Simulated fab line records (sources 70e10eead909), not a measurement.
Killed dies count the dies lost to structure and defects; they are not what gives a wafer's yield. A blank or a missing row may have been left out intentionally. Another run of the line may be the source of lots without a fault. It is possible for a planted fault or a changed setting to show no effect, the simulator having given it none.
fab line records	flow nand_harc
record lots=12	wafers=36	last_day=34
route steps=1302 shown A_STAIRCASE@795 END@1302
lots that met no fault: from a run of the same line without faults
start_h: hours from the record's first day to the start of the lot's first wafer shown	wait_h: time in hours since the lot's previous step	" identical to the entry in the row above	L1.1+2: one row covering several wafers at once	- no value present, or no start provided	* or withheld: withheld	< > ~ a bound
route shown NAME@n: names a module that has steps shown in the file, with the first one's number in the route	usual: mean/standard deviation of fault-free wafers	same: alike in all rows	chamber/n: place in a boat	sites: the reading at each site	_std_site: their standard deviation	_edge_site: outer sites' mean less inner sites'	radius_mm: how far each site lies from the wafer's centre	mask NAME#n: copy n	behind: the most recent tool/chamber to have shaped the wafer	hold: why the lot was held/for how many hours/how that ended	device: whichever transistor did not switch (one of n, p or np)	end of line: tests of these same wafers at the route's end	for a step that has no rows: nothing shown but its recipe	killed: not the wafer's yield, but the dies lost to structure and defects at the first sort	map: dies across one wafer; x = killed, . = not, _ = none there
set.NAME: the setting that was run; set.NAME@STEP: the one run at that earlier step	model.NAME: the simulator's own value behind a step, which no gauge read
the route's steps for a sample of lots (tables are steps, rows are wafers)
services: from which hour (start_h, from the record's first day; less than 0 if before it) a tool's chamber was out of use, for how many hours, and why
## steps
# step NHARC_A_STAIRCASE_HM_DEP_459
# recipe target_thk_a=15000	temp_c=400	material=aC
# usual susceptor_temp_C=400.07/0.2	throttle_valve_pct=35.000/0.0093
lot.wafer	tool	chamber	start_h	wait_h	susceptor_temp_C	throttle_valve_pct
L383.3	acl_dep-03	0	385.01	6.6	400.14	35.007
L383.4	"	0	"	"	399.95	34.972
L383.5	"	0	"	"	400.13	34.977
L386.1	acl_dep-01	0	395.83	0.1	400.12	34.994
L386.2	"	0	"	"	400.27	35.003
L386.3	"	0	"	"	400.12	35.009
L385.3	acl_dep-03	0	397.08	0.7	400.51	34.990
L385.4	"	0	"	"	400.05	34.999
L385.5	"	0	"	"	400.27	35.001
L396.2	acl_dep-03	0	518.53	0.8	-	35.004
L396.5	"	0	"	"	-	34.991
L396.6	"	0	"	"	-	35.000
L397.2	acl_dep-02	0	519.20	1.4	-	35.015
L397.3	"	0	"	"	-	35.005
L397.5	"	0	"	"	-	35.011
L398.1	acl_dep-02	0	530.77	1.9	399.90	34.990
L398.2	"	0	"	"	400.17	35.024
L398.3	"	0	"	"	399.90	35.000
L399.3	acl_dep-01	0	532.72	2.2	-	35.004
L399.5	"	0	"	"	-	34.997
L399.6	"	0	"	"	-	35.009
L400.1	acl_dep-02	0	542.70	0.1	399.95	34.996
L400.3	"	0	"	"	400.36	34.967
L400.4	"	0	"	"	399.92	35.001
L401.1	acl_dep-01	0	564.98	0.5	-	34.999
L401.3	"	0	"	"	-	35.013
L401.4	"	0	"	"	-	35.005
L402.2	acl_dep-01	0	575.27	0.4	400.43	34.982
L402.4	"	0	"	"	400.09	34.994
L402.5	"	0	"	"	400.06	35.004
L405.1	acl_dep-01	0	594.90	0.1	400.03	35.000
L405.3	"	0	"	"	400.11	34.998
L405.4	"	0	"	"	399.64	34.999
L406.3	acl_dep-03	0	611.43	0.7	399.81	35.007
L406.4	"	0	"	"	399.98	34.995
L406.6	"	0	"	"	399.96	35.006
# step NHARC_A_STAIRCASE_DEP_280
# recipe target_thk_a=300	target_thk_nm=30	temp_c=400	pressure_torr=3.5	flow_sccm=200	rf_w=350	material=SiON
# usual chamber_pressure_Torr=3.501/0.0082	heater_power_outer_w=466/56	heater_power_w=784/77
lot.wafer	tool	chamber	start_h	wait_h	chamber_pressure_Torr	heater_power_outer_w	heater_power_w	since_wet_clean_h
L383.3	pecvd-03	0	386.34	1.0	3.506	449	754	-
L383.4	"	2	"	"	3.486	438	798	-
L383.5	"	0	"	"	3.493	458	776	-
L386.2	pecvd-02	0	397.71	1.3	3.510	551	896	158
L386.3	"	1	"	"	3.486	431	740	158
L386.1	"	2	"	"	3.487	577	906	158
L385.4	pecvd-01	0	398.43	0.7	3.512	555	912	-
L385.3	"	1	"	"	3.494	435	690	-
L385.5	"	1	"	"	3.499	459	683	-
L396.2	pecvd-03	1	520.06	1.2	-	-	-	-
L396.6	"	1	"	"	-	-	-	-
L396.5	"	2	"	"	-	-	-	-
L397.2	pecvd-01	2	520.78	1.3	-	-	-	-
L397.3	"	0	"	"	-	-	-	-
L397.5	"	1	"	"	-	-	-	-
L398.1	pecvd-01	2	532.65	1.6	3.510	427	781	28
L398.3	"	0	"	"	3.492	498	838	28
L398.2	"	1	"	"	3.495	507	772	28
L399.3	pecvd-02	1	534.13	1.1	3.498	404	706	-
L399.5	"	1	"	"	3.509	414	707	-
L399.6	"	1	"	"	3.497	414	712	-
L400.1	pecvd-03	0	544.57	1.6	3.497	514	855	165
L400.3	"	2	"	"	3.511	455	842	165
L400.4	"	1	"	"	3.502	415	742	-
L401.1	pecvd-02	1	566.81	1.5	3.508	402	698	146
L401.3	"	0	"	"	3.489	511	838	146
L401.4	"	2	"	"	3.492	517	841	-
L402.2	pecvd-03	2	576.85	1.3	3.492	447	790	16
L402.5	"	0	"	"	3.509	466	801	-
L402.4	"	1	"	"	3.495	431	731	-
L405.3	pecvd-03	1	596.79	1.0	3.526	356	629	36
L405.1	"	2	"	"	3.495	478	875	36
L405.4	"	2	"	"	3.499	491	866	-
L406.3	pecvd-01	1	612.75	1.0	3.484	530	763	108
L406.4	"	0	"	"	3.496	548	905	-
L406.6	"	1	"	"	3.494	520	755	-
# step NHARC_A_STAIRCASE_ETCH_294
# recipe target_depth_a=49890	time_s=1211.6	ion_energy_ev=800	c4f8_flow_sccm=80	o2_flow_sccm=60	ar_flow_sccm=withheld	rf_w=600	bias_w=3000	chemistry=C4F8/O2/Ar
# usual oes_product_au=0.935/0.01	rf_vpp_V=1831/14
lot.wafer	tool	chamber	start_h	wait_h	oes_product_au	rf_hours_counter_h	rf_vpp_V
L383.3	rie_diel-13	2	-	-	0.942	15	1844
L383.4	"	3	"	"	0.932	7	1810
L383.5	"	2	"	"	0.930	-	1845
L386.3	rie_diel-08	2	-	-	0.930	7	1848
L386.2	"	3	"	"	0.933	7	1828
L386.1	"	1	"	"	0.923	6	1845
L385.3	rie_diel-08	3	-	-	0.935	8	1828
L385.4	"	0	"	"	0.945	7	1823
L385.5	"	3	"	"	0.936	-	1828
L396.2	rie_diel-08	0	-	-	0.937	47	1821
L396.6	"	1	"	"	0.935	-	1843
L396.5	"	2	"	"	0.932	-	1843
L397.2	rie_diel-05	2	-	-	0.921	39	1819
L397.3	"	1	"	"	0.916	34	1844
L397.5	"	3	"	"	0.917	-	1824
L398.1	rie_diel-13	1	-	-	0.949	1	1840
L398.3	"	2	"	"	0.944	1	1844
L398.2	"	3	"	"	0.952	1	1810
L399.3	rie_diel-08	3	-	-	0.941	51	1825
L399.6	"	2	"	"	0.931	-	1844
L399.5	"	3	"	"	0.945	-	1824
L400.1	rie_diel-13	2	-	-	0.948	4	1841
L400.3	"	3	"	"	0.947	3	1809
L400.4	"	0	"	"	0.931	3	1811
L401.4	rie_diel-05	1	-	-	0.924	52	1842
L401.1	"	2	"	"	0.936	54	1817
L401.3	"	3	"	"	0.914	53	1822
L402.2	rie_diel-05	1	-	-	0.914	56	1843
L402.4	"	2	"	"	0.941	58	1818
L402.5	"	1	"	"	0.921	-	1842
L405.3	rie_diel-08	1	-	-	0.926	21	1842
L405.4	"	3	"	"	0.935	18	1823
L405.1	"	0	"	"	0.929	20	1818
L406.3	rie_diel-13	3	-	-	0.923	29	1808
L406.4	"	1	"	"	0.954	30	1839
L406.6	"	2	"	"	0.925	-	1841
# step NHARC_A_STAIRCASE_STRIP_295
# recipe o2_flow_sccm=500	ar_flow_sccm=0	bias_w=0	chemistry=O2
# usual drypump_motor_current_A=5.9/0.37	o2_flow_sccm=500.0/1.5	oes_product_au=1.002/0.01	rf_vpp_V=57.9/1	showerhead_plenum_p_Torr=3.58/0.18	throttle_valve_pct=17.035/0.01
lot.wafer	tool	chamber	start_h	wait_h	drypump_motor_current_A	o2_flow_sccm	oes_product_au	rf_hours_counter_h	rf_vpp_V	showerhead_plenum_p_Torr	throttle_valve_pct
L383.4	rie_diel-13	0	-	-	5.6	499.1	0.994	16	57.3	3.34	17.051
L383.3	"	1	"	"	6.6	501.9	1.008	15	57.8	3.74	17.032
L383.5	"	3	"	"	5.9	499.3	0.994	-	57.2	3.31	17.011
L386.3	rie_diel-08	3	-	-	5.2	500.5	0.999	7	56.9	3.54	17.026
L386.2	"	0	"	"	5.9	499.8	1.006	7	57.8	3.47	17.044
L386.1	"	1	"	"	6.3	498.1	1.016	7	57.2	3.77	17.023
L385.4	rie_diel-08	0	-	-	5.9	499.1	1.011	8	58.6	3.47	17.036
L385.3	"	2	"	"	6.0	500.9	0.991	8	59.0	3.80	17.030
L385.5	"	0	"	"	5.9	501.4	1.001	-	59.7	3.47	17.037
L396.2	rie_diel-08	2	-	-	6.0	500.4	1.006	43	57.9	3.78	17.045
L396.5	"	2	"	"	5.9	500.0	1.016	-	57.7	3.78	17.039
L396.6	"	3	"	"	5.2	498.9	0.998	-	58.6	3.51	17.040
L397.3	rie_diel-05	2	-	-	5.8	501.5	1.003	40	57.0	3.42	17.029
L397.2	"	0	"	"	5.6	499.9	1.008	34	60.0	3.79	17.040
L397.5	"	1	"	"	6.1	500.0	0.974	-	57.4	3.76	17.026
L398.2	rie_diel-13	1	-	-	6.6	498.9	1.010	2	56.9	3.71	17.057
L398.3	"	2	"	"	5.7	497.6	1.001	2	59.9	3.74	17.036
L398.1	"	0	"	"	5.6	499.3	0.990	1	56.2	3.32	17.032
L399.3	rie_diel-08	2	-	-	6.0	499.4	1.001	47	59.3	3.78	17.041
L399.6	"	0	"	"	5.9	501.9	1.007	-	60.0	3.44	17.032
L399.5	"	1	"	"	6.3	499.0	1.003	-	58.7	3.75	17.028
L400.1	rie_diel-13	3	-	-	5.9	498.2	0.998	3	56.1	3.29	17.037
L400.3	"	0	"	"	5.6	498.4	0.989	3	58.1	3.32	17.014
L400.4	"	1	"	"	6.6	497.7	1.015	5	57.8	3.71	17.028
L401.4	rie_diel-05	0	-	-	5.6	499.1	1.007	51	59.0	3.78	17.035
L401.1	"	1	"	"	6.2	500.4	0.976	52	57.8	3.74	17.056
L401.3	"	2	"	"	5.8	502.2	1.002	54	57.9	3.41	17.035
L402.2	rie_diel-05	1	-	-	6.1	499.2	0.980	57	57.2	3.74	17.030
L402.4	"	2	"	"	5.8	499.5	1.013	59	58.3	3.41	17.035
L402.5	"	1	"	"	6.2	500.6	0.992	-	58.3	3.74	17.046
L405.3	rie_diel-08	1	-	-	6.3	499.2	1.003	21	60.2	3.74	17.046
L405.1	"	2	"	"	6.0	499.5	0.989	17	59.0	3.77	17.026
L405.4	"	3	"	"	5.2	499.5	1.014	18	55.7	3.50	17.048
L406.4	rie_diel-13	0	-	-	5.6	500.3	0.990	28	58.0	3.30	17.033
L406.3	"	1	"	"	6.6	501.6	1.022	30	58.9	3.70	17.044
L406.6	"	0	"	"	5.6	502.9	0.972	-	55.4	3.30	17.027
# step NHARC_END_SORT_01
# recipe temp_c=25
# usual killed_at_array=49/19	killed_at_other=0.9/1.1	killed_at_periphery=4.0/2.7	killed_dies=54/19	killed_open=3.3/1.8	killed_short=2.6/1.6
# same gross_dies=677
lot.wafer	tool	chamber	start_h	wait_h	killed_at_array	killed_at_other	killed_at_periphery	killed_dies	killed_open	killed_short
L396.2	prober-02	0	715.55	2.8	676	1	0	677	3	1
L396.5	prober-02	0	717.97	3.7	674	1	2	677	4	1
L396.6	prober-02	0	718.78	4.0	673	2	2	677	4	1
L397.2	prober-01	0	723.38	2.8	674	1	2	677	3	2
L397.3	prober-01	0	724.18	3.1	675	2	0	677	2	3
L397.5	prober-01	0	725.77	3.7	676	0	1	677	3	1
# killed by level:class
L396.2 A_STAIRCASE:area_dep=590 A_CHANNEL_HOLE_D1:chamber_film_flake=36 A_SLIT:chamber_film_flake=24 A_CHANNEL_HOLE_D2:chamber_film_flake=14 A_CONTACT:chamber_film_flake=3 A_CHANNEL_FILL_D2:chamber_film_flake=2 A_STAIRCASE:chamber_film_flake=2 A_DECK1_JOINT:geometric_particle:open=1
L396.5 A_STAIRCASE:area_dep=595 A_CHANNEL_HOLE_D1:chamber_film_flake=29 A_SLIT:chamber_film_flake=28 A_CHANNEL_HOLE_D2:chamber_film_flake=11 A_CONTACT:chamber_film_flake=3 A_STAIRCASE:chamber_film_flake=2 P_CONTACT:geometric_particle:open=1 A_ONON_D1:geometric_particle:open=1
L396.6 A_STAIRCASE:area_dep=610 A_SLIT:chamber_film_flake=21 A_CHANNEL_HOLE_D1:chamber_film_flake=17 A_CHANNEL_HOLE_D2:chamber_film_flake=16 A_ZERO_WELL:chamber_film_flake=2 THIN_TSV:chamber_film_flake=2 A_CHANNEL_FILL_D2:chamber_film_flake=2 P_M0:geometric_particle:short=1
L397.2 A_STAIRCASE:area_dep=613 A_CHANNEL_HOLE_D1:chamber_film_flake=28 A_SLIT:chamber_film_flake=24 A_CHANNEL_HOLE_D2:chamber_film_flake=3 A_CONTACT:chamber_film_flake=2 P_GATE:geometric_particle:open=1 P_CONTACT:geometric_particle:short=1 A_ONON_D1:geometric_particle:open=1
L397.3 A_STAIRCASE:area_dep=622 A_CHANNEL_HOLE_D1:chamber_film_flake=21 A_SLIT:chamber_film_flake=17 A_CHANNEL_HOLE_D2:chamber_film_flake=5 A_CONTACT:chamber_film_flake=3 A_ONON_D2:geometric_particle:short=2 A_M0:chamber_film_flake=2 A_CHANNEL_FILL_D1:geometric_particle:open=1
L397.5 A_STAIRCASE:area_dep=609 A_SLIT:chamber_film_flake=32 A_CHANNEL_HOLE_D1:chamber_film_flake=20 A_STAIRCASE:chamber_film_flake=6 A_CHANNEL_HOLE_D2:chamber_film_flake=3 P_GATE:geometric_particle:open=1 A_ONON_D1:geometric_particle:short=1 A_ONON_D1:geometric_particle:open=1
## services
tool	chamber	start_h	hours	kind
rie_diel-08	1	362.56	14.8	repair
pecvd-03	-	366.75	13.0	pm
rie_diel-13	3	367.62	6.2	repair
rie_diel-08	-	367.80	9.0	pm
rie_diel-08	0	367.80	9.0	vent_cycle
acl_dep-01	-	370.13	13.0	pm
pecvd-01	2	395.70	10.7	repair
rie_diel-05	-	407.60	9.0	pm
pecvd-02	-	408.02	13.0	pm
pecvd-01	-	412.40	1.2	repair
pecvd-03	-	421.32	0.7	repair
acl_dep-02	-	427.99	13.0	pm
rie_diel-13	1	446.38	4.5	repair
acl_dep-03	-	478.83	13.0	pm
pecvd-01	-	492.00	13.0	pm
pecvd-02	0	533.29	13.3	repair
pecvd-02	2	533.41	11.7	repair
rie_diel-08	-	544.85	9.0	pm
pecvd-03	-	548.00	13.0	pm
acl_dep-01	-	551.13	13.0	pm
acl_dep-03	-	573.38	2.1	repair
rie_diel-05	-	583.25	28.3	repair
pecvd-02	-	589.02	13.0	pm
acl_dep-02	-	609.78	13.0	pm
## key
first_sign step=NHARC_A_STAIRCASE_DEP_280	reading=tool_record	direction=missing
effect step=NHARC_END_SORT_01	reading=killed_at_array	direction=up	sigmas=33	usual=49	struck=675
more_kills_born_at NHARC_A_STAIRCASE_DEP_280@pecvd-01=1844	NHARC_A_STAIRCASE_DEP_280@pecvd-03=1795
met_at NHARC_A_STAIRCASE_DEP_280
struck_lots L396,L397
later_rows_left_out L396.2,L396.5,L396.6,L397.2,L397.3,L397.5
tester_left_out L396,L397
not_acting_at NHARC_A_STAIRCASE_HM_DEP_459,NHARC_A_STAIRCASE_ETCH_294,NHARC_A_STAIRCASE_STRIP_295
onset_between 398.43 520.06
fault kind=skipped_step_whole	tool=pecvd-01,pecvd-03	chamber=-	onset_h=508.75	steps=NHARC_A_STAIRCASE_DEP_280	scope=struck_lots_only
# tester_left_out: of these lots the tester's yield and bins aren't shown, on N5 and GAA mostly nor the transistor test; their killed dies are dies lost to structure and defects alone, not to doping, threshold or leakage, so they don't give the yield
# later_rows_left_out: the simulator's readings of these wafers behind a module that went badly wrong aren't trusted and aren't shown, but for the sort
